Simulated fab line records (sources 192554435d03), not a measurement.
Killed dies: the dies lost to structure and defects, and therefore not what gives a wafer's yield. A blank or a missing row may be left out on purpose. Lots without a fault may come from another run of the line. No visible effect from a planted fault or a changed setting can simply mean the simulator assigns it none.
fab line records	flow n5-finfet
record: lots: 12	wafers: 34	last-day: 18
route steps=1938 shown PMOS_HMC_CHANNEL_EPI@74 TV_OPEN@1890 PASSIVATION@1906
lots that met no fault: taken from a fault-free run of the same line
start-h: start of the lot's first displayed wafer, in hours after the record's first day	wait-h: time in hours since the lot's previous step	" as in the row above	L1.1+2: a single row standing in for several wafers	- no value present, or no start provided	* or withheld: withheld	< > ~ a bound
route shown NAME@n: a module of which the file shows steps, and the number in the route of the first	usual: the fault-free wafers' mean and standard deviation	same: alike in all rows	chamber/n: place in a boat	sites: each site's reading	_std_site: standard deviation across them	_edge_site: outer sites' mean less inner sites'	radius-mm: for every site, how far away it sits from the centre of the wafer	mask NAME#n: copy n	behind: the last tool/chamber to shape the wafer	hold: reason for holding the lot/hours on hold/outcome of the hold	device: transistor that didn't switch, given as n, p or np	end of line: at the end of the route, the tests of the same wafers	for a step that has no rows: nothing shown but its recipe	killed: not the wafer's yield, but the dies lost to structure and defects at the first sort	map: the dies of a wafer, with x for killed, . for not killed, _ for no die there
set.NAME: the setting the step ran with; set.NAME@STEP: the setting that earlier step ran with	model.NAME: the simulator's own value behind a step, which no gauge read
the route's steps for a sample of lots (tables are steps, rows are wafers)
services: from which hour (start-h, from the record's first day; less than 0 if before it) a tool's chamber was out of use, for how many hours, and why
== steps ==
step: N5_PMOS_HMC_CHANNEL_EPI_FIN_RECESS_16
recipe: chemistry: HBr/Cl2	target: Si	mask-material: SiO2	target-depth-a: 540	time-s: 18	pressure-mtorr: 10	icp-w: 800	bias-w: 75	HBr_flow_sccm: 150	Cl2_flow_sccm: 80
usual: HBr_flow_sccm: 150.0/0.46	bias-w: 75.04/0.22	drypump-motor-current-A: 5.9/0.33	oes-product-au: 1.002/0.022	throttle-valve-pct: 35.3/0.34
lot.wafer	tool	chamber	start-h	wait-h	HBr_flow_sccm	bias-w	drypump-motor-current-A	oes-product-au	rf-hours-counter-h	throttle-valve-pct
L137.3	rie-si-02	3	17.52	0.0	150.2	74.95	6.1	1.001	185	35.5
L137.4	"	0	"	"	151.1	75.10	5.4	0.981	55	35.7
L137.5	"	3	"	"	149.6	74.66	6.0	0.999	-	35.5
L139.2	rie-si-03	1	30.15	0.0	150.5	75.22	5.9	1.019	95	35.1
L139.4	"	3	"	"	149.3	74.93	6.3	1.008	152	35.4
L139.5	"	3	"	"	149.4	75.00	6.3	1.006	-	35.4
L140.5	rie-si-02	3	36.20	0.0	149.9	75.10	6.1	1.004	-	35.5
L140.6	"	0	"	"	149.3	75.35	5.4	0.982	-	35.6
L142.1	rie-si-03	3	47.97	0.0	150.4	75.39	6.3	1.012	153	35.4
L142.5	"	0	"	"	150.4	75.11	5.4	1.041	-	34.9
L144.2	rie-si-05	3	63.39	0.0	150.6	74.79	6.2	1.022	157	35.7
L144.4	"	0	"	"	150.0	74.97	5.4	0.977	146	35.0
L144.6	"	3	"	"	151.2	75.16	6.2	1.027	-	35.7
L147.1	rie-si-03	0	78.37	0.0	150.2	74.74	5.4	1.041	39	34.9
L147.4	"	2	"	"	149.3	75.05	6.1	0.995	113	34.8
L147.5	"	0	"	"	149.7	75.22	5.4	1.041	-	34.9
L148.2	rie-si-05	1	84.76	0.0	150.2	74.72	6.2	1.029	7	35.1
L148.4	"	2	"	"	149.4	75.05	6.0	0.992	37	34.7
L148.5	"	3	"	"	150.3	74.81	6.2	1.026	-	35.6
L149.3	rie-si-02	1	89.92	0.0	149.8	75.01	6.0	1.005	194	35.5
L149.4	"	2	"	"	150.1	74.77	6.1	0.995	165	35.6
L149.5	"	2	"	"	149.7	75.07	6.1	0.992	-	35.7
L151.1	rie-si-02	1	101.76	0.0	150.5	74.64	6.0	1.000	194	35.5
L151.2	"	2	"	"	149.9	75.16	6.1	0.988	165	35.7
L151.3	"	3	"	"	150.0	74.93	6.1	1.005	187	35.5
L158.1	rie-si-02	0	144.26	0.0	150.6	75.07	5.4	0.972	57	35.7
L158.3	"	2	"	"	149.0	75.31	6.0	0.976	166	35.7
L158.5	"	2	"	"	149.5	75.21	6.1	0.987	-	35.7
L159.1	rie-si-02	0	149.92	0.0	149.9	75.20	5.4	0.979	57	35.7
L159.3	"	2	"	"	150.9	75.21	6.0	0.991	166	35.7
L159.6	"	2	"	"	150.2	75.25	6.0	0.990	-	35.7
L160.2	rie-si-03	2	155.73	0.0	150.1	74.72	6.1	0.991	114	34.8
L160.3	"	0	"	"	150.1	75.69	5.4	1.042	41	34.9
L160.5	"	2	"	"	150.3	74.91	6.1	0.993	-	34.8
step: N5_PASSIVATION_ETCH_15
recipe: chemistry: CF4/N2	target: SiCN	target-depth-a: 750	taper-deg: 2	time-s: 81.2	ion-energy-ev: 150	mask-material: SiNx	pressure-mtorr: 40	source-w: 430	bias-w: 70	Ar_flow_sccm: 100	cf4-flow-sccm: 60	n2-flow-sccm: 60
usual: bias-w: 69.99/0.21	cf4-flow-sccm: 60.01/0.18	drypump-motor-current-A: 5.6/0.37	oes-product-au: 0.80/0.093	rf-vpp-V: 382.4/1.7	showerhead-plenum-p-Torr: 2.22/0.062	throttle-valve-pct: 15.45/0.2
lot.wafer	tool	chamber	start-h	wait-h	bias-w	cf4-flow-sccm	drypump-motor-current-A	oes-product-au	rf-hours-counter-h	rf-vpp-V	showerhead-plenum-p-Torr	throttle-valve-pct
L137.3	rie-diel-03	1	-	-	70.51	60.06	4.9	0.87	42	380.0	2.17	15.52
L137.4	"	3	"	"	69.95	59.89	6.0	0.75	175	381.9	2.21	15.64
L137.5	"	3	"	"	70.17	59.94	6.0	0.75	-	382.6	2.21	15.64
L139.2	rie-diel-03	3	-	-	69.54	59.93	6.0	0.74	180	380.8	2.20	15.65
L139.4	"	1	"	"	69.84	60.05	4.9	0.85	46	380.9	2.16	15.51
L139.5	"	1	"	"	69.73	60.03	4.9	0.86	-	381.4	2.16	15.52
L144.2	rie-diel-02	2	-	-	69.90	59.75	5.4	0.69	202	383.3	2.27	15.34
L144.4	"	3	"	"	69.78	59.99	5.1	0.94	11	381.2	2.18	15.35
L144.6	"	3	"	"	69.88	60.49	5.1	0.94	-	383.0	2.18	15.35
L140.5	rie-diel-02	2	-	-	69.53	60.23	5.4	0.70	-	383.2	2.27	15.34
L140.6	"	3	"	"	70.13	60.16	5.1	0.96	-	381.9	2.18	15.34
L142.1	rie-diel-04	1	-	-	70.11	60.37	5.8	0.67	251	381.7	2.19	15.95
L142.5	"	1	"	"	69.95	59.99	5.8	0.65	-	381.6	2.19	15.96
L149.3	rie-diel-04	0	-	-	69.58	60.11	6.1	0.94	5	383.4	2.27	15.35
L149.4	"	2	"	"	69.88	59.74	5.6	0.78	-	385.0	2.32	15.50
L149.5	"	3	"	"	69.57	60.12	5.2	0.68	-	384.4	2.28	15.74
L147.1	rie-diel-03	0	-	-	69.95	60.06	5.6	0.87	54	380.7	2.14	15.09
L147.4	"	1	"	"	70.07	60.17	4.9	0.84	60	381.2	2.16	15.53
L147.5	"	3	"	"	70.04	59.66	6.0	0.74	-	381.8	2.20	15.69
L151.1	rie-diel-04	0	-	-	70.22	59.74	6.0	0.93	7	383.6	2.27	15.34
L151.2	"	3	"	"	70.07	60.10	5.2	0.68	254	385.5	2.28	15.74
L151.3	"	2	"	"	69.98	60.05	5.6	0.78	135	385.1	2.32	15.50
L148.2	rie-diel-03	3	-	-	70.16	60.11	6.0	0.74	197	382.6	2.20	15.67
L148.4	"	3	"	"	70.15	60.23	6.0	0.73	-	382.7	2.20	15.70
L148.5	"	0	"	"	69.88	60.19	5.6	0.86	-	380.8	2.14	15.09
L160.2	rie-diel-04	2	-	-	70.13	60.16	5.6	0.76	154	383.1	2.31	15.53
L160.3	"	3	"	"	69.89	60.17	5.2	0.96	7	385.0	2.27	15.19
L160.5	"	1	"	"	69.99	60.09	5.7	0.95	-	381.2	2.18	15.46
L159.1	rie-diel-04	0	-	-	70.08	60.19	6.0	0.87	28	384.3	2.26	15.41
L159.3	"	1	"	"	69.59	60.00	5.8	0.93	18	381.2	2.18	15.49
L159.6	"	3	"	"	69.77	59.99	5.2	0.95	-	383.2	2.27	15.22
L158.1	rie-diel-03	3	-	-	70.22	60.00	6.0	0.73	220	381.3	2.19	15.73
L158.3	"	1	"	"	69.99	60.18	4.9	0.82	81	381.7	2.15	15.59
L158.5	"	3	"	"	69.70	59.97	6.0	0.72	-	381.9	2.19	15.73
step: N5_PASSIVATION_OVL_MEAS_63
recipe: points-per-wafer: 44
usual: PAD_OVL: -3/6.2
lot.wafer	tool	chamber	start-h	wait-h	PAD_OVL[nm]
L137.3	overlay-01	0	282.54	0.0	-6
L137.4	"	0	"	"	-10
L137.5	"	0	"	"	-11
L139.2	overlay-02	0	294.33	0.0	5
L139.4	"	0	"	"	10
L139.5	"	0	"	"	1
L144.2	overlay-02	0	306.75	0.0	2
L144.4	"	0	"	"	0
L144.6	"	0	"	"	0
L140.5	overlay-01	0	309.94	0.0	-13
L140.6	"	0	"	"	-8
L142.1	overlay-02	0	322.34	0.0	4
L142.5	"	0	"	"	-5
L149.3	overlay-01	0	341.78	0.0	-15
L149.4	"	0	"	"	-3
L149.5	"	0	"	"	-4
L147.1	overlay-02	0	342.47	0.0	0
L147.4	"	0	"	"	3
L147.5	"	0	"	"	-3
L151.1	overlay-02	0	350.75	0.0	-13
L151.2	"	0	"	"	-15
L151.3	"	0	"	"	-12
L148.2	overlay-02	0	351.79	0.0	9
L148.4	"	0	"	"	0
L148.5	"	0	"	"	8
L160.2	overlay-01	0	408.76	0.0	-2
L160.3	"	0	"	"	-3
L160.5	"	0	"	"	-2
L159.1	overlay-02	0	420.24	0.0	7
L159.3	"	0	"	"	0
L159.6	"	0	"	"	11
L158.1	overlay-01	0	438.13	0.0	-2
L158.3	"	0	"	"	-2
L158.5	"	0	"	"	-7
step: N5_PASSIVATION_PROBE_49
usual: defect-limited-yield: 91.0/1.4	killed_at_M0_to_M3: 36/9.6	killed_at_M4_up: 14/6.1	killed-at-contacts: 13/6.6	killed-at-front-end: 40/11	killed-at-other: 3.2/2.9	killed-dies: 106/17	killed-open: 71/12	killed-short: 33/7.3	sort_bin_4_leakage: 0.02/0.11	sort_bin_5_function: 5.3/1	sort_bin_6_memory: 3.4/0.68	sort_bin_8_speed: 0.0/0.51	sort-n-pass: 1073/19	sort-yield-pct: 91.0/1.6
same: gross-dies: 1180	killed-at-back-side: 0
lot.wafer	tool	chamber	start-h	wait-h	defect-limited-yield[%]	killed_at_M0_to_M3	killed_at_M4_up	killed-at-contacts	killed-at-front-end	killed-at-other	killed-dies	killed-open	killed-short	sort_bin_4_leakage[%]	sort_bin_5_function[%]	sort_bin_6_memory[%]	sort_bin_8_speed[%]	sort-n-pass	sort-yield-pct[%]
L139.2	prober-01	-	299.45	0.1	91.8	42	16	12	26	1	97	64	32	0	4.7	3.2	0	1083	91.8
L139.4	prober-01	-	299.55	0.2	92.1	25	8	12	42	6	93	55	38	0	5.4	2.0	0	1087	92.1
L139.5	prober-01	-	299.60	0.2	91.1	32	19	8	42	4	105	68	35	0	5.2	3.6	0	1075	91.1
L144.2	prober-02	-	311.77	0.1	89.1	29	22	22	49	7	129	87	34	0	6.4	4.4	0	1051	89.1
L144.4	prober-02	-	311.87	0.2	92.1	26	8	12	40	7	93	58	34	0	4.0	3.4	0	1087	92.1
L144.6	prober-02	-	311.97	0.3	90.6	30	23	13	40	5	111	75	29	0	6.5	2.8	0	1069	90.6
L147.1	prober-02	-	348.04	0.0	92.4	30	12	24	23	1	90	68	22	0	4.4	2.9	0	1090	92.4
L147.4	prober-02	-	348.19	0.2	90.4	32	11	25	41	4	113	72	41	0	5.2	4.2	0	1067	90.4
L147.5	prober-02	-	348.24	0.2	91.5	20	18	24	36	2	100	68	30	0	5.0	3.1	0	1080	91.5
L151.1	prober-02	-	356.35	0.0	89.4	55	14	14	38	4	125	78	47	0	5.8	4.3	0	1055	89.4
L151.2	prober-02	-	356.40	0.1	87.9	60	15	26	38	4	143	92	46	0	8.4	3.5	0	1037	87.9
L151.3	prober-02	-	356.45	0.1	91.0	40	13	21	30	2	106	64	42	0	5.5	3.1	0	1074	91.0
L148.2	prober-02	-	357.74	0.4	91.8	40	4	7	32	14	97	64	33	0	5.2	2.9	0	1083	91.8
L148.4	prober-02	-	357.84	0.5	88.6	47	4	11	54	18	134	84	46	0	6.4	4.7	0	1046	88.6
L148.5	prober-02	-	357.89	0.6	91.5	27	8	24	36	5	100	68	32	0	4.5	3.8	0	1080	91.5
L159.1	prober-01	-	425.14	0.0	81.5	35	4	9	168	2	218	65	29	0	11.1	5.0	0	962	81.5
L159.3	prober-01	-	425.24	0.1	92.6	32	11	13	27	4	87	62	22	0	4.2	3.0	0	1093	92.6
L159.6	prober-01	-	425.39	0.3	93.0	23	11	21	28	0	83	64	18	0	4.1	2.8	0	1097	93.0
L158.1	prober-02	-	443.20	0.1	81.6	42	7	8	158	2	217	63	22	0	11.1	4.4	0	963	81.6
L158.3	prober-02	-	443.30	0.2	88.9	68	10	3	46	4	131	91	38	0	5.8	5.0	0	1049	88.9
L158.5	prober-02	-	443.40	0.3	92.9	24	16	7	35	2	84	54	28	0	4.3	2.5	0	1096	92.9
killed by level:class
L139.2 MOL_CONTACT_COAG:geometric-particle:open=11 BEOL_M0_SAQP:geometric-particle:open=11 BEOL_M0_SAQP:geometric-particle:short=11 BEOL_M1:geometric-particle:open=7 BEOL_M2:geometric-particle:open=6 FIN_SAQP:geometric-particle:short=5 STI_FIN_REVEAL:geometric-particle:open=5 BEOL_M4:geometric-particle:open=5
L139.4 MOL_CONTACT_COAG:geometric-particle:open=9 BEOL_M1:geometric-particle:open=9 STI_FIN_REVEAL:geometric-particle:open=7 STARTING-WAFER:geometric-particle:short=6 STI_FIN_REVEAL:geometric-particle:short=5 DUMMY_GATE:geometric-particle:open=5 FIN_SAQP:geometric-particle:short=4 GATE_CUT:geometric-particle:short=4
L139.5 FIN_SAQP:geometric-particle:open=11 BEOL_M1:geometric-particle:open=10 BEOL_M0_SAQP:geometric-particle:short=9 STI_FIN_REVEAL:geometric-particle:open=8 BEOL_M0_SAQP:geometric-particle:open=8 BEOL_M4:geometric-particle:open=8 GATE_CUT:geometric-particle:short=6 FIN_SAQP:geometric-particle:short=5
L144.2 MOL_CONTACT_COAG:geometric-particle:open=16 BEOL_M4:geometric-particle:open=14 FIN_SAQP:geometric-particle:open=9 BEOL_M2:geometric-particle:open=8 FIN_SAQP:geometric-particle:short=7 STI_FIN_REVEAL:geometric-particle:open=7 BEOL_M3:geometric-particle:open=7 MOL_CONTACT_COAG:geometric-particle:short=6
L144.4 STI_FIN_REVEAL:geometric-particle:open=14 MOL_CONTACT_COAG:geometric-particle:open=9 BEOL_M3:geometric-particle:open=6 GATE_CUT:geometric-particle:short=5 BEOL_M3:geometric-particle:short=5 BEOL_M0_SAQP:geometric-particle:open=4 STARTING-WAFER:geometric-particle:open=4 STARTING-WAFER:geometric-particle:short=4
L144.6 FIN_SAQP:geometric-particle:open=12 MOL_CONTACT_COAG:geometric-particle:open=11 BEOL_M2:geometric-particle:open=9 STI_FIN_REVEAL:geometric-particle:open=8 BEOL_M4:geometric-particle:open=8 FIN_SAQP:geometric-particle:short=7 BEOL_M3:geometric-particle:open=6 BEOL_M1:geometric-particle:open=5
L147.1 MOL_CONTACT_COAG:geometric-particle:open=16 MOL_CONTACT_COAG:geometric-particle:short=8 BEOL_M0_SAQP:geometric-particle:open=8 STI_FIN_REVEAL:geometric-particle:open=7 BEOL_M3:geometric-particle:open=7 BEOL_M2:geometric-particle:open=6 BEOL_M0_SAQP:geometric-particle:short=4 BEOL_M4:geometric-particle:open=4
L147.4 MOL_CONTACT_COAG:geometric-particle:open=23 FIN_SAQP:geometric-particle:short=11 BEOL_M0_SAQP:geometric-particle:open=7 FIN_SAQP:geometric-particle:open=6 BEOL_M3:geometric-particle:open=6 DUMMY_GATE:geometric-particle:open=5 BEOL_M0_SAQP:geometric-particle:short=5 BEOL_M0:geometric-particle:open=5
L147.5 MOL_CONTACT_COAG:geometric-particle:open=20 FIN_SAQP:geometric-particle:short=8 BEOL_M4:geometric-particle:open=5 BEOL_M2:geometric-particle:open=5 DUMMY_GATE:geometric-particle:open=4 BEOL_M0:geometric-particle:open=4 MOL_CONTACT_COAG:geometric-particle:short=4 STARTING-WAFER:geometric-particle:short=4
L151.1 STI_FIN_REVEAL:geometric-particle:open=10 BEOL_M3:geometric-particle:open=10 FIN_SAQP:geometric-particle:open=9 BEOL_M2:geometric-particle:open=9 MOL_CONTACT_COAG:geometric-particle:open=8 BEOL_M0_SAQP:geometric-particle:short=7 BEOL_M0_SAQP:geometric-particle:open=7 BEOL_M4:geometric-particle:open=7
L151.2 MOL_CONTACT_COAG:geometric-particle:open=20 BEOL_M0_SAQP:geometric-particle:short=16 BEOL_M2:geometric-particle:open=12 BEOL_M0_SAQP:geometric-particle:open=11 FIN_SAQP:geometric-particle:open=9 BEOL_M4:geometric-particle:open=9 BEOL_M1:geometric-particle:open=7 BEOL_M3:geometric-particle:open=7
L151.3 MOL_CONTACT_COAG:geometric-particle:open=16 BEOL_M0_SAQP:geometric-particle:short=10 BEOL_M1:geometric-particle:open=10 BEOL_M2:geometric-particle:open=7 BEOL_M4:geometric-particle:open=7 FIN_SAQP:geometric-particle:short=5 MOL_CONTACT_COAG:geometric-particle:short=5 BEOL_M0_SAQP:geometric-particle:open=5
L148.2 BEOL_M3:geometric-particle:open=9 FIN_SAQP:geometric-particle:short=8 BEOL_M0_SAQP:geometric-particle:open=8 BEOL_M2:geometric-particle:open=8 STI_FIN_REVEAL:geometric-particle:open=6 MOL_CONTACT_COAG:geometric-particle:open=6 GATE_CUT:geometric-particle:short=5 BEOL_M0_SAQP:geometric-particle:short=5
L148.4 STI_FIN_REVEAL:geometric-particle:open=20 BEOL_M1:geometric-particle:open=10 MOL_CONTACT_COAG:geometric-particle:open=9 BEOL_M2:geometric-particle:open=8 BEOL_M3:geometric-particle:open=8 MIM_BOT:geometric-particle:short=7 BEOL_M0_SAQP:geometric-particle:short=5 GATE_CUT:geometric-particle:open=5
L148.5 MOL_CONTACT_COAG:geometric-particle:open=18 BEOL_M0_SAQP:geometric-particle:short=9 BEOL_M3:geometric-particle:open=8 FIN_SAQP:geometric-particle:open=7 MOL_CONTACT_COAG:geometric-particle:short=6 STI_FIN_REVEAL:geometric-particle:open=4 DUMMY_GATE:geometric-particle:open=4 ILD0:geometric-particle:open=4
L159.1 PMOS_HMC_CHANNEL_EPI:unspecified=124 BEOL_M2:geometric-particle:open=20 STI_FIN_REVEAL:geometric-particle:open=17 FIN_SAQP:geometric-particle:short=7 MOL_CONTACT_COAG:geometric-particle:open=7 FIN_SAQP:geometric-particle:open=5 GATE_CUT:geometric-particle:short=4 BEOL_M0_SAQP:geometric-particle:open=4
L159.3 MOL_CONTACT_COAG:geometric-particle:open=10 BEOL_M0_SAQP:geometric-particle:open=9 BEOL_M2:geometric-particle:open=8 BEOL_M4:geometric-particle:open=7 STI_FIN_REVEAL:geometric-particle:open=5 DUMMY_GATE:geometric-particle:open=5 BEOL_M1:geometric-particle:open=5 MOL_CONTACT_COAG:geometric-particle:short=3
L159.6 MOL_CONTACT_COAG:geometric-particle:open=16 FIN_SAQP:geometric-particle:open=7 STI_FIN_REVEAL:geometric-particle:open=7 BEOL_M2:geometric-particle:open=7 BEOL_M0_SAQP:geometric-particle:open=5 MOL_CONTACT_COAG:geometric-particle:short=5 BEOL_M1:geometric-particle:open=5 BEOL_M4:geometric-particle:open=4
L158.1 PMOS_HMC_CHANNEL_EPI:unspecified=132 BEOL_M2:geometric-particle:open=18 STI_FIN_REVEAL:geometric-particle:open=11 BEOL_M1:geometric-particle:open=10 BEOL_M0_SAQP:geometric-particle:open=5 GATE_CUT:geometric-particle:short=4 MOL_CONTACT_COAG:geometric-particle:short=4 MOL_CONTACT_COAG:geometric-particle:open=4
L158.3 BEOL_M1:geometric-particle:open=19 BEOL_M0_SAQP:geometric-particle:open=14 GATE_CUT:geometric-particle:open=12 BEOL_M2:geometric-particle:open=11 STI_FIN_REVEAL:geometric-particle:open=9 BEOL_M0_SAQP:geometric-particle:short=8 BEOL_M4:geometric-particle:open=6 GATE_CUT:geometric-particle:short=6
L158.5 GATE_CUT:geometric-particle:short=7 BEOL_M0_SAQP:geometric-particle:short=6 MOL_CONTACT_COAG:geometric-particle:open=6 BEOL_M4:geometric-particle:open=6 BEOL_M1:geometric-particle:open=5 BEOL_M2:geometric-particle:open=5 FIN_SAQP:geometric-particle:open=4 DUMMY_GATE:geometric-particle:open=4
== services ==
tool	chamber	start-h	hours	kind
rie-si-03	2	15.82	6.0	repair
rie-diel-03	-	51.01	28.1	pm
rie-si-02	-	70.58	0.4	repair
rie-si-02	0	99.46	3.3	repair
rie-diel-04	3	100.75	14.7	repair
rie-diel-03	2	103.34	6.7	repair
rie-si-03	1	115.12	3.5	repair
rie-diel-04	0	119.99	13.8	repair
rie-si-02	1	128.37	4.2	repair
rie-si-03	2	167.39	2.5	repair
rie-si-03	1	168.78	1.8	repair
rie-si-02	3	194.96	2.4	repair
rie-diel-04	3	200.03	2.9	repair
rie-si-02	0	203.67	5.4	repair
rie-diel-03	2	218.45	2.0	repair
rie-si-02	3	238.30	17.7	repair
rie-si-02	2	256.93	4.4	repair
rie-si-03	3	313.90	5.9	repair
rie-si-03	-	326.26	2.8	pm
rie-diel-03	1	345.36	16.0	repair
rie-diel-03	0	377.86	4.7	repair
rie-diel-03	-	417.58	2.8	pm
rie-si-02	-	417.94	2.8	pm
rie-si-02	1	431.84	3.0	repair
== key ==
first-sign: step: N5_PASSIVATION_PROBE_49	reading: killed-at-front-end	direction: up	sigmas: 11	usual: 40	struck: 163
effect: step: N5_PASSIVATION_PROBE_49	reading: killed-dies	direction: up	sigmas: 6.6	usual: 106	struck: 218
more-kills-born-at: N5_PMOS_HMC_CHANNEL_EPI_FIN_RECESS_16@rie-si-02: 256
met-at N5_PMOS_HMC_CHANNEL_EPI_FIN_RECESS_16
struck-lots L158,L159
struck-wafers L158.1,L159.1
not-acting-at N5_PASSIVATION_ETCH_15,N5_PASSIVATION_OVL_MEAS_63
onset-between 36.20 144.26
fault: kind: chamber-particle-source	tool: rie-si-02	chamber: 0	onset-h: 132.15	steps: N5_PMOS_HMC_CHANNEL_EPI_FIN_RECESS_16	rate-per-visit-cm2: 0.95702	end-h: 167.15
